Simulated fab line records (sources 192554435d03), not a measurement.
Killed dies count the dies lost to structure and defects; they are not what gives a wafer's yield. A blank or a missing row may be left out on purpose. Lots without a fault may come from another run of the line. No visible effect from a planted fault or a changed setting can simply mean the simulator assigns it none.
Which of the tools did it? | flow n5-finfet | 24 lots, 72 wafers sampled, at 4 steps of a route of 1938

## WHAT EACH GAUGE READ, for each wafer
N5_BEOL_M5_INSPECT_13: inspects for defects (brightfield).
lot  | measured     | on                | raw-defect-count
L074 | day 7 14:44  | defect-inspect-01 | 510 444 363
L075 | day 8 11:44  | defect-inspect-02 | 331 379 390
L076 | day 8 14:20  | defect-inspect-02 | 237 228 305
L077 | day 8 16:39  | defect-inspect-01 | 533 264 604
L078 | day 8 20:05  | defect-inspect-02 | 426 695 856
L079 | day 9 06:50  | defect-inspect-02 | 610 475 514
L080 | day 9 14:58  | defect-inspect-02 | 319 376 280
L082 | day 9 17:10  | defect-inspect-02 | 319 382 254
L081 | day 9 21:59  | defect-inspect-01 | 286 376 352
L083 | day 10 00:56 | defect-inspect-01 | 309 273 309
L084 | day 10 12:52 | defect-inspect-01 | 445 450 445
L085 | day 10 14:47 | defect-inspect-01 | 378 304 422
L087 | day 11 05:19 | defect-inspect-02 | 327 323 332
L086 | day 11 08:49 | defect-inspect-02 | 374 466 358
L089 | day 11 11:56 | defect-inspect-01 | 404 565 384
L088 | day 11 18:17 | defect-inspect-01 | 282 349 290
L090 | day 11 20:59 | defect-inspect-01 | 671 309 415
L091 | day 12 07:51 | defect-inspect-01 | 503 503 524
L092 | day 12 14:22 | defect-inspect-02 | 234 334 342
L094 | day 12 17:45 | defect-inspect-02 | 432 581 433
L093 | day 12 17:11 | defect-inspect-01 | 352 328 265
L095 | day 13 00:21 | defect-inspect-01 | 442 448 416
L096 | day 13 09:28 | defect-inspect-02 | 356 364 271
L097 | day 14 00:59 | defect-inspect-02 | 277 451 326

## WHAT TOOL EACH LOT RAN ON (gives the tool, then ch and the chambers of the sampled wafers, and finally the start)
lot  | N5_BEOL_M4_SPUTTER_86        | N5_BEOL_M4_SPUTTER_90        | N5_BEOL_M4_CO_CAP_55
L074 | pvd-sputter-02, day 7 09:40  | pvd-sputter-02, day 7 10:07  | cvd-co-01 ch 0,2, day 7 11:47
L075 | pvd-sputter-01, day 8 05:55  | pvd-sputter-01, day 8 06:22  | cvd-co-02 ch 0,1,2, day 8 07:54
L076 | pvd-sputter-01, day 8 09:36  | pvd-sputter-01, day 8 10:02  | cvd-co-01 ch 0,1, day 8 11:38
L077 | pvd-sputter-01, day 8 11:50  | pvd-sputter-01, day 8 12:16  | cvd-co-02 ch 1,2, day 8 13:48
L078 | pvd-sputter-03, day 8 14:50  | pvd-sputter-03, day 8 15:16  | cvd-co-02 ch 1,2, day 8 16:52
L079 | pvd-sputter-02, day 9 02:20  | pvd-sputter-02, day 9 02:46  | cvd-co-01 ch 0,2, day 9 04:19
L080 | pvd-sputter-01, day 9 10:18  | pvd-sputter-01, day 9 10:44  | cvd-co-02 ch 0,1,2, day 9 12:25
L082 | pvd-sputter-03, day 9 12:06  | pvd-sputter-03, day 9 12:32  | cvd-co-02 ch 1,2, day 9 14:04
L081 | pvd-sputter-03, day 9 17:32  | pvd-sputter-03, day 9 17:59  | cvd-co-02 ch 0,2, day 9 19:30
L083 | pvd-sputter-02, day 9 18:00  | pvd-sputter-02, day 9 18:26  | cvd-co-02 ch 0,1, day 9 20:16
L084 | pvd-sputter-01, day 10 08:07 | pvd-sputter-01, day 10 08:33 | cvd-co-01 ch 0,1, day 10 10:04
L085 | pvd-sputter-01, day 10 09:57 | pvd-sputter-01, day 10 10:23 | cvd-co-02 ch 0,1, day 10 11:55
L087 | pvd-sputter-01, day 10 23:12 | pvd-sputter-01, day 10 23:38 | cvd-co-02 ch 0,2, day 11 01:10
L086 | pvd-sputter-02, day 11 04:00 | pvd-sputter-02, day 11 04:26 | cvd-co-02 ch 0,1,2, day 11 06:07
L089 | pvd-sputter-03, day 11 06:46 | pvd-sputter-03, day 11 07:12 | cvd-co-02 ch 0,1, day 11 08:46
L088 | pvd-sputter-02, day 11 12:57 | pvd-sputter-02, day 11 13:23 | cvd-co-02 ch 0,1, day 11 14:58
L090 | pvd-sputter-01, day 11 14:22 | pvd-sputter-01, day 11 14:48 | cvd-co-01 ch 0,2, day 11 16:20
L091 | pvd-sputter-03, day 12 02:11 | pvd-sputter-03, day 12 02:37 | cvd-co-02 ch 0,1, day 12 04:25
L092 | pvd-sputter-01, day 12 07:15 | pvd-sputter-01, day 12 07:41 | cvd-co-02 ch 1,2, day 12 10:26
L094 | pvd-sputter-01, day 12 12:12 | pvd-sputter-01, day 12 12:38 | cvd-co-02 ch 0,1, day 12 14:29
L093 | pvd-sputter-02, day 12 12:25 | pvd-sputter-02, day 12 12:51 | cvd-co-02 ch 0,1,2, day 12 14:22
L095 | pvd-sputter-03, day 12 18:11 | pvd-sputter-03, day 12 18:37 | cvd-co-02 ch 0,2, day 12 20:22
L096 | pvd-sputter-03, day 13 04:05 | pvd-sputter-03, day 13 04:32 | cvd-co-02 ch 0,1,2, day 13 06:03
L097 | pvd-sputter-03, day 13 19:56 | pvd-sputter-03, day 13 20:23 | cvd-co-02 ch 0,2, day 13 21:56
- N5_BEOL_M4_SPUTTER_86: material Cu, target thk 4.5 nm, time 8.29 s.
- N5_BEOL_M4_SPUTTER_90: material Cu, target thk 4.5 nm, time 8.29 s.
- N5_BEOL_M4_CO_CAP_55: material Co, precursor CCTBA/H2, target thk 2 nm, time 102.1 s.

## WHAT THE TOOLS THEMSELVES READ (means of the sampled wafers that have a number; where no wafer has one, the mark that the record gives instead)
N5_BEOL_M4_SPUTTER_86.
lot  | tool           | susceptor-temp-C (C) | throttle-valve-pct (%)
L074 | pvd-sputter-02 | -20.03               | 29.9
L075 | pvd-sputter-01 | -20.00               | 29.4
L076 | pvd-sputter-01 | -20.07               | 28.8
L077 | pvd-sputter-01 | -20.03               | 29.0
L078 | pvd-sputter-03 | -20.03               | 30.9
L079 | pvd-sputter-02 | -20.05               | 30.0
L080 | pvd-sputter-01 | -20.00               | 29.3
L082 | pvd-sputter-03 | -20.05               | 30.5
L081 | pvd-sputter-03 | -20.10               | 30.3
L083 | pvd-sputter-02 | -20.10               | 30.0
L084 | pvd-sputter-01 | -20.01               | 28.0
L085 | pvd-sputter-01 | -20.01               | 27.4
L087 | pvd-sputter-01 | -19.94               | 28.7
L086 | pvd-sputter-02 | -20.07               | 29.9
L089 | pvd-sputter-03 | -20.04               | 30.9
L088 | pvd-sputter-02 | -19.98               | 29.8
L090 | pvd-sputter-01 | -20.00               | 27.2
L091 | pvd-sputter-03 | -20.01               | 30.3
L092 | pvd-sputter-01 | -20.03               | 28.2
L094 | pvd-sputter-01 | -19.92               | 29.0
L093 | pvd-sputter-02 | -19.96               | 29.6
L095 | pvd-sputter-03 | -20.02               | 31.2
L096 | pvd-sputter-03 | -19.99               | 30.3
L097 | pvd-sputter-03 | -19.93               | 30.5

N5_BEOL_M4_SPUTTER_90.
lot  | tool           | susceptor-temp-C (C) | throttle-valve-pct (%)
L074 | pvd-sputter-02 | -19.99               | 30.0
L075 | pvd-sputter-01 | -19.92               | 29.2
L076 | pvd-sputter-01 | -20.05               | 28.8
L077 | pvd-sputter-01 | -19.80               | 28.9
L078 | pvd-sputter-03 | -19.92               | 30.8
L079 | pvd-sputter-02 | -20.07               | 29.8
L080 | pvd-sputter-01 | -20.04               | 29.3
L082 | pvd-sputter-03 | -20.00               | 30.5
L081 | pvd-sputter-03 | -19.91               | 30.3
L083 | pvd-sputter-02 | -19.99               | 30.2
L084 | pvd-sputter-01 | -19.96               | 28.0
L085 | pvd-sputter-01 | -20.15               | 27.3
L087 | pvd-sputter-01 | -20.10               | 28.6
L086 | pvd-sputter-02 | -20.11               | 30.1
L089 | pvd-sputter-03 | -19.96               | 31.0
L088 | pvd-sputter-02 | -20.03               | 29.8
L090 | pvd-sputter-01 | -19.98               | 27.5
L091 | pvd-sputter-03 | -20.02               | 30.2
L092 | pvd-sputter-01 | -19.92               | 28.2
L094 | pvd-sputter-01 | -20.12               | 29.0
L093 | pvd-sputter-02 | -19.97               | 29.5
L095 | pvd-sputter-03 | -19.95               | 31.0
L096 | pvd-sputter-03 | -19.99               | 30.4
L097 | pvd-sputter-03 | -20.01               | 30.6

N5_BEOL_M4_CO_CAP_55.
lot  | tool      | heater-power-w (W) | susceptor-temp-C (C)
L074 | cvd-co-01 | 219                | 199.98
L075 | cvd-co-02 | 262                | 199.95
L076 | cvd-co-01 | 251                | 199.92
L077 | cvd-co-02 | 252                | 200.32
L078 | cvd-co-02 | 285                | 199.88
L079 | cvd-co-01 | 216                | 199.86
L080 | cvd-co-02 | 262                | 199.98
L082 | cvd-co-02 | 284                | 200.11
L081 | cvd-co-02 | 233                | 199.98
L083 | cvd-co-02 | 274                | 199.95
L084 | cvd-co-01 | 257                | 199.93
L085 | cvd-co-02 | 294                | 200.03
L087 | cvd-co-02 | 242                | 199.80
L086 | cvd-co-02 | 262                | 200.00
L089 | cvd-co-02 | 296                | 200.05
L088 | cvd-co-02 | 274                | 200.17
L090 | cvd-co-01 | 220                | 199.98
L091 | cvd-co-02 | 298                | 199.97
L092 | cvd-co-02 | 259                | 200.03
L094 | cvd-co-02 | 297                | 200.09
L093 | cvd-co-02 | 264                | 200.05
L095 | cvd-co-02 | 243                | 199.95
L096 | cvd-co-02 | 267                | 199.96
L097 | cvd-co-02 | 233                | 200.01

## THE ANSWER, worked out from the rows above alone
Rule: usual is defined by the lots themselves. The widest of any qualifying gaps counts: lots, ordered by their means at a reading, are off when they make up no more than a third of the lots, leave a main group of 4 or more, and stand apart from it by 3 or more times the standard deviation of that group's means. The tables above print the reading to a certain number of digits; a main group whose means all agree to those digits is not used. Also off: a lot with no number at a reading for which 4 or more lots have one. Where the step has rows for the other lots, those lots are counted as sound. After the gauges, taken in route order, come the tools' own readings; for these a lot's mean is taken, as printed above. At the first step where some lot is off, the reading lying furthest off is the one used; lots without a number count as furthest.
Across all readings shown, no lot is off: no conclusion can be drawn from this.

## WHAT HAD BEEN PUT IN BY THE SIMULATOR
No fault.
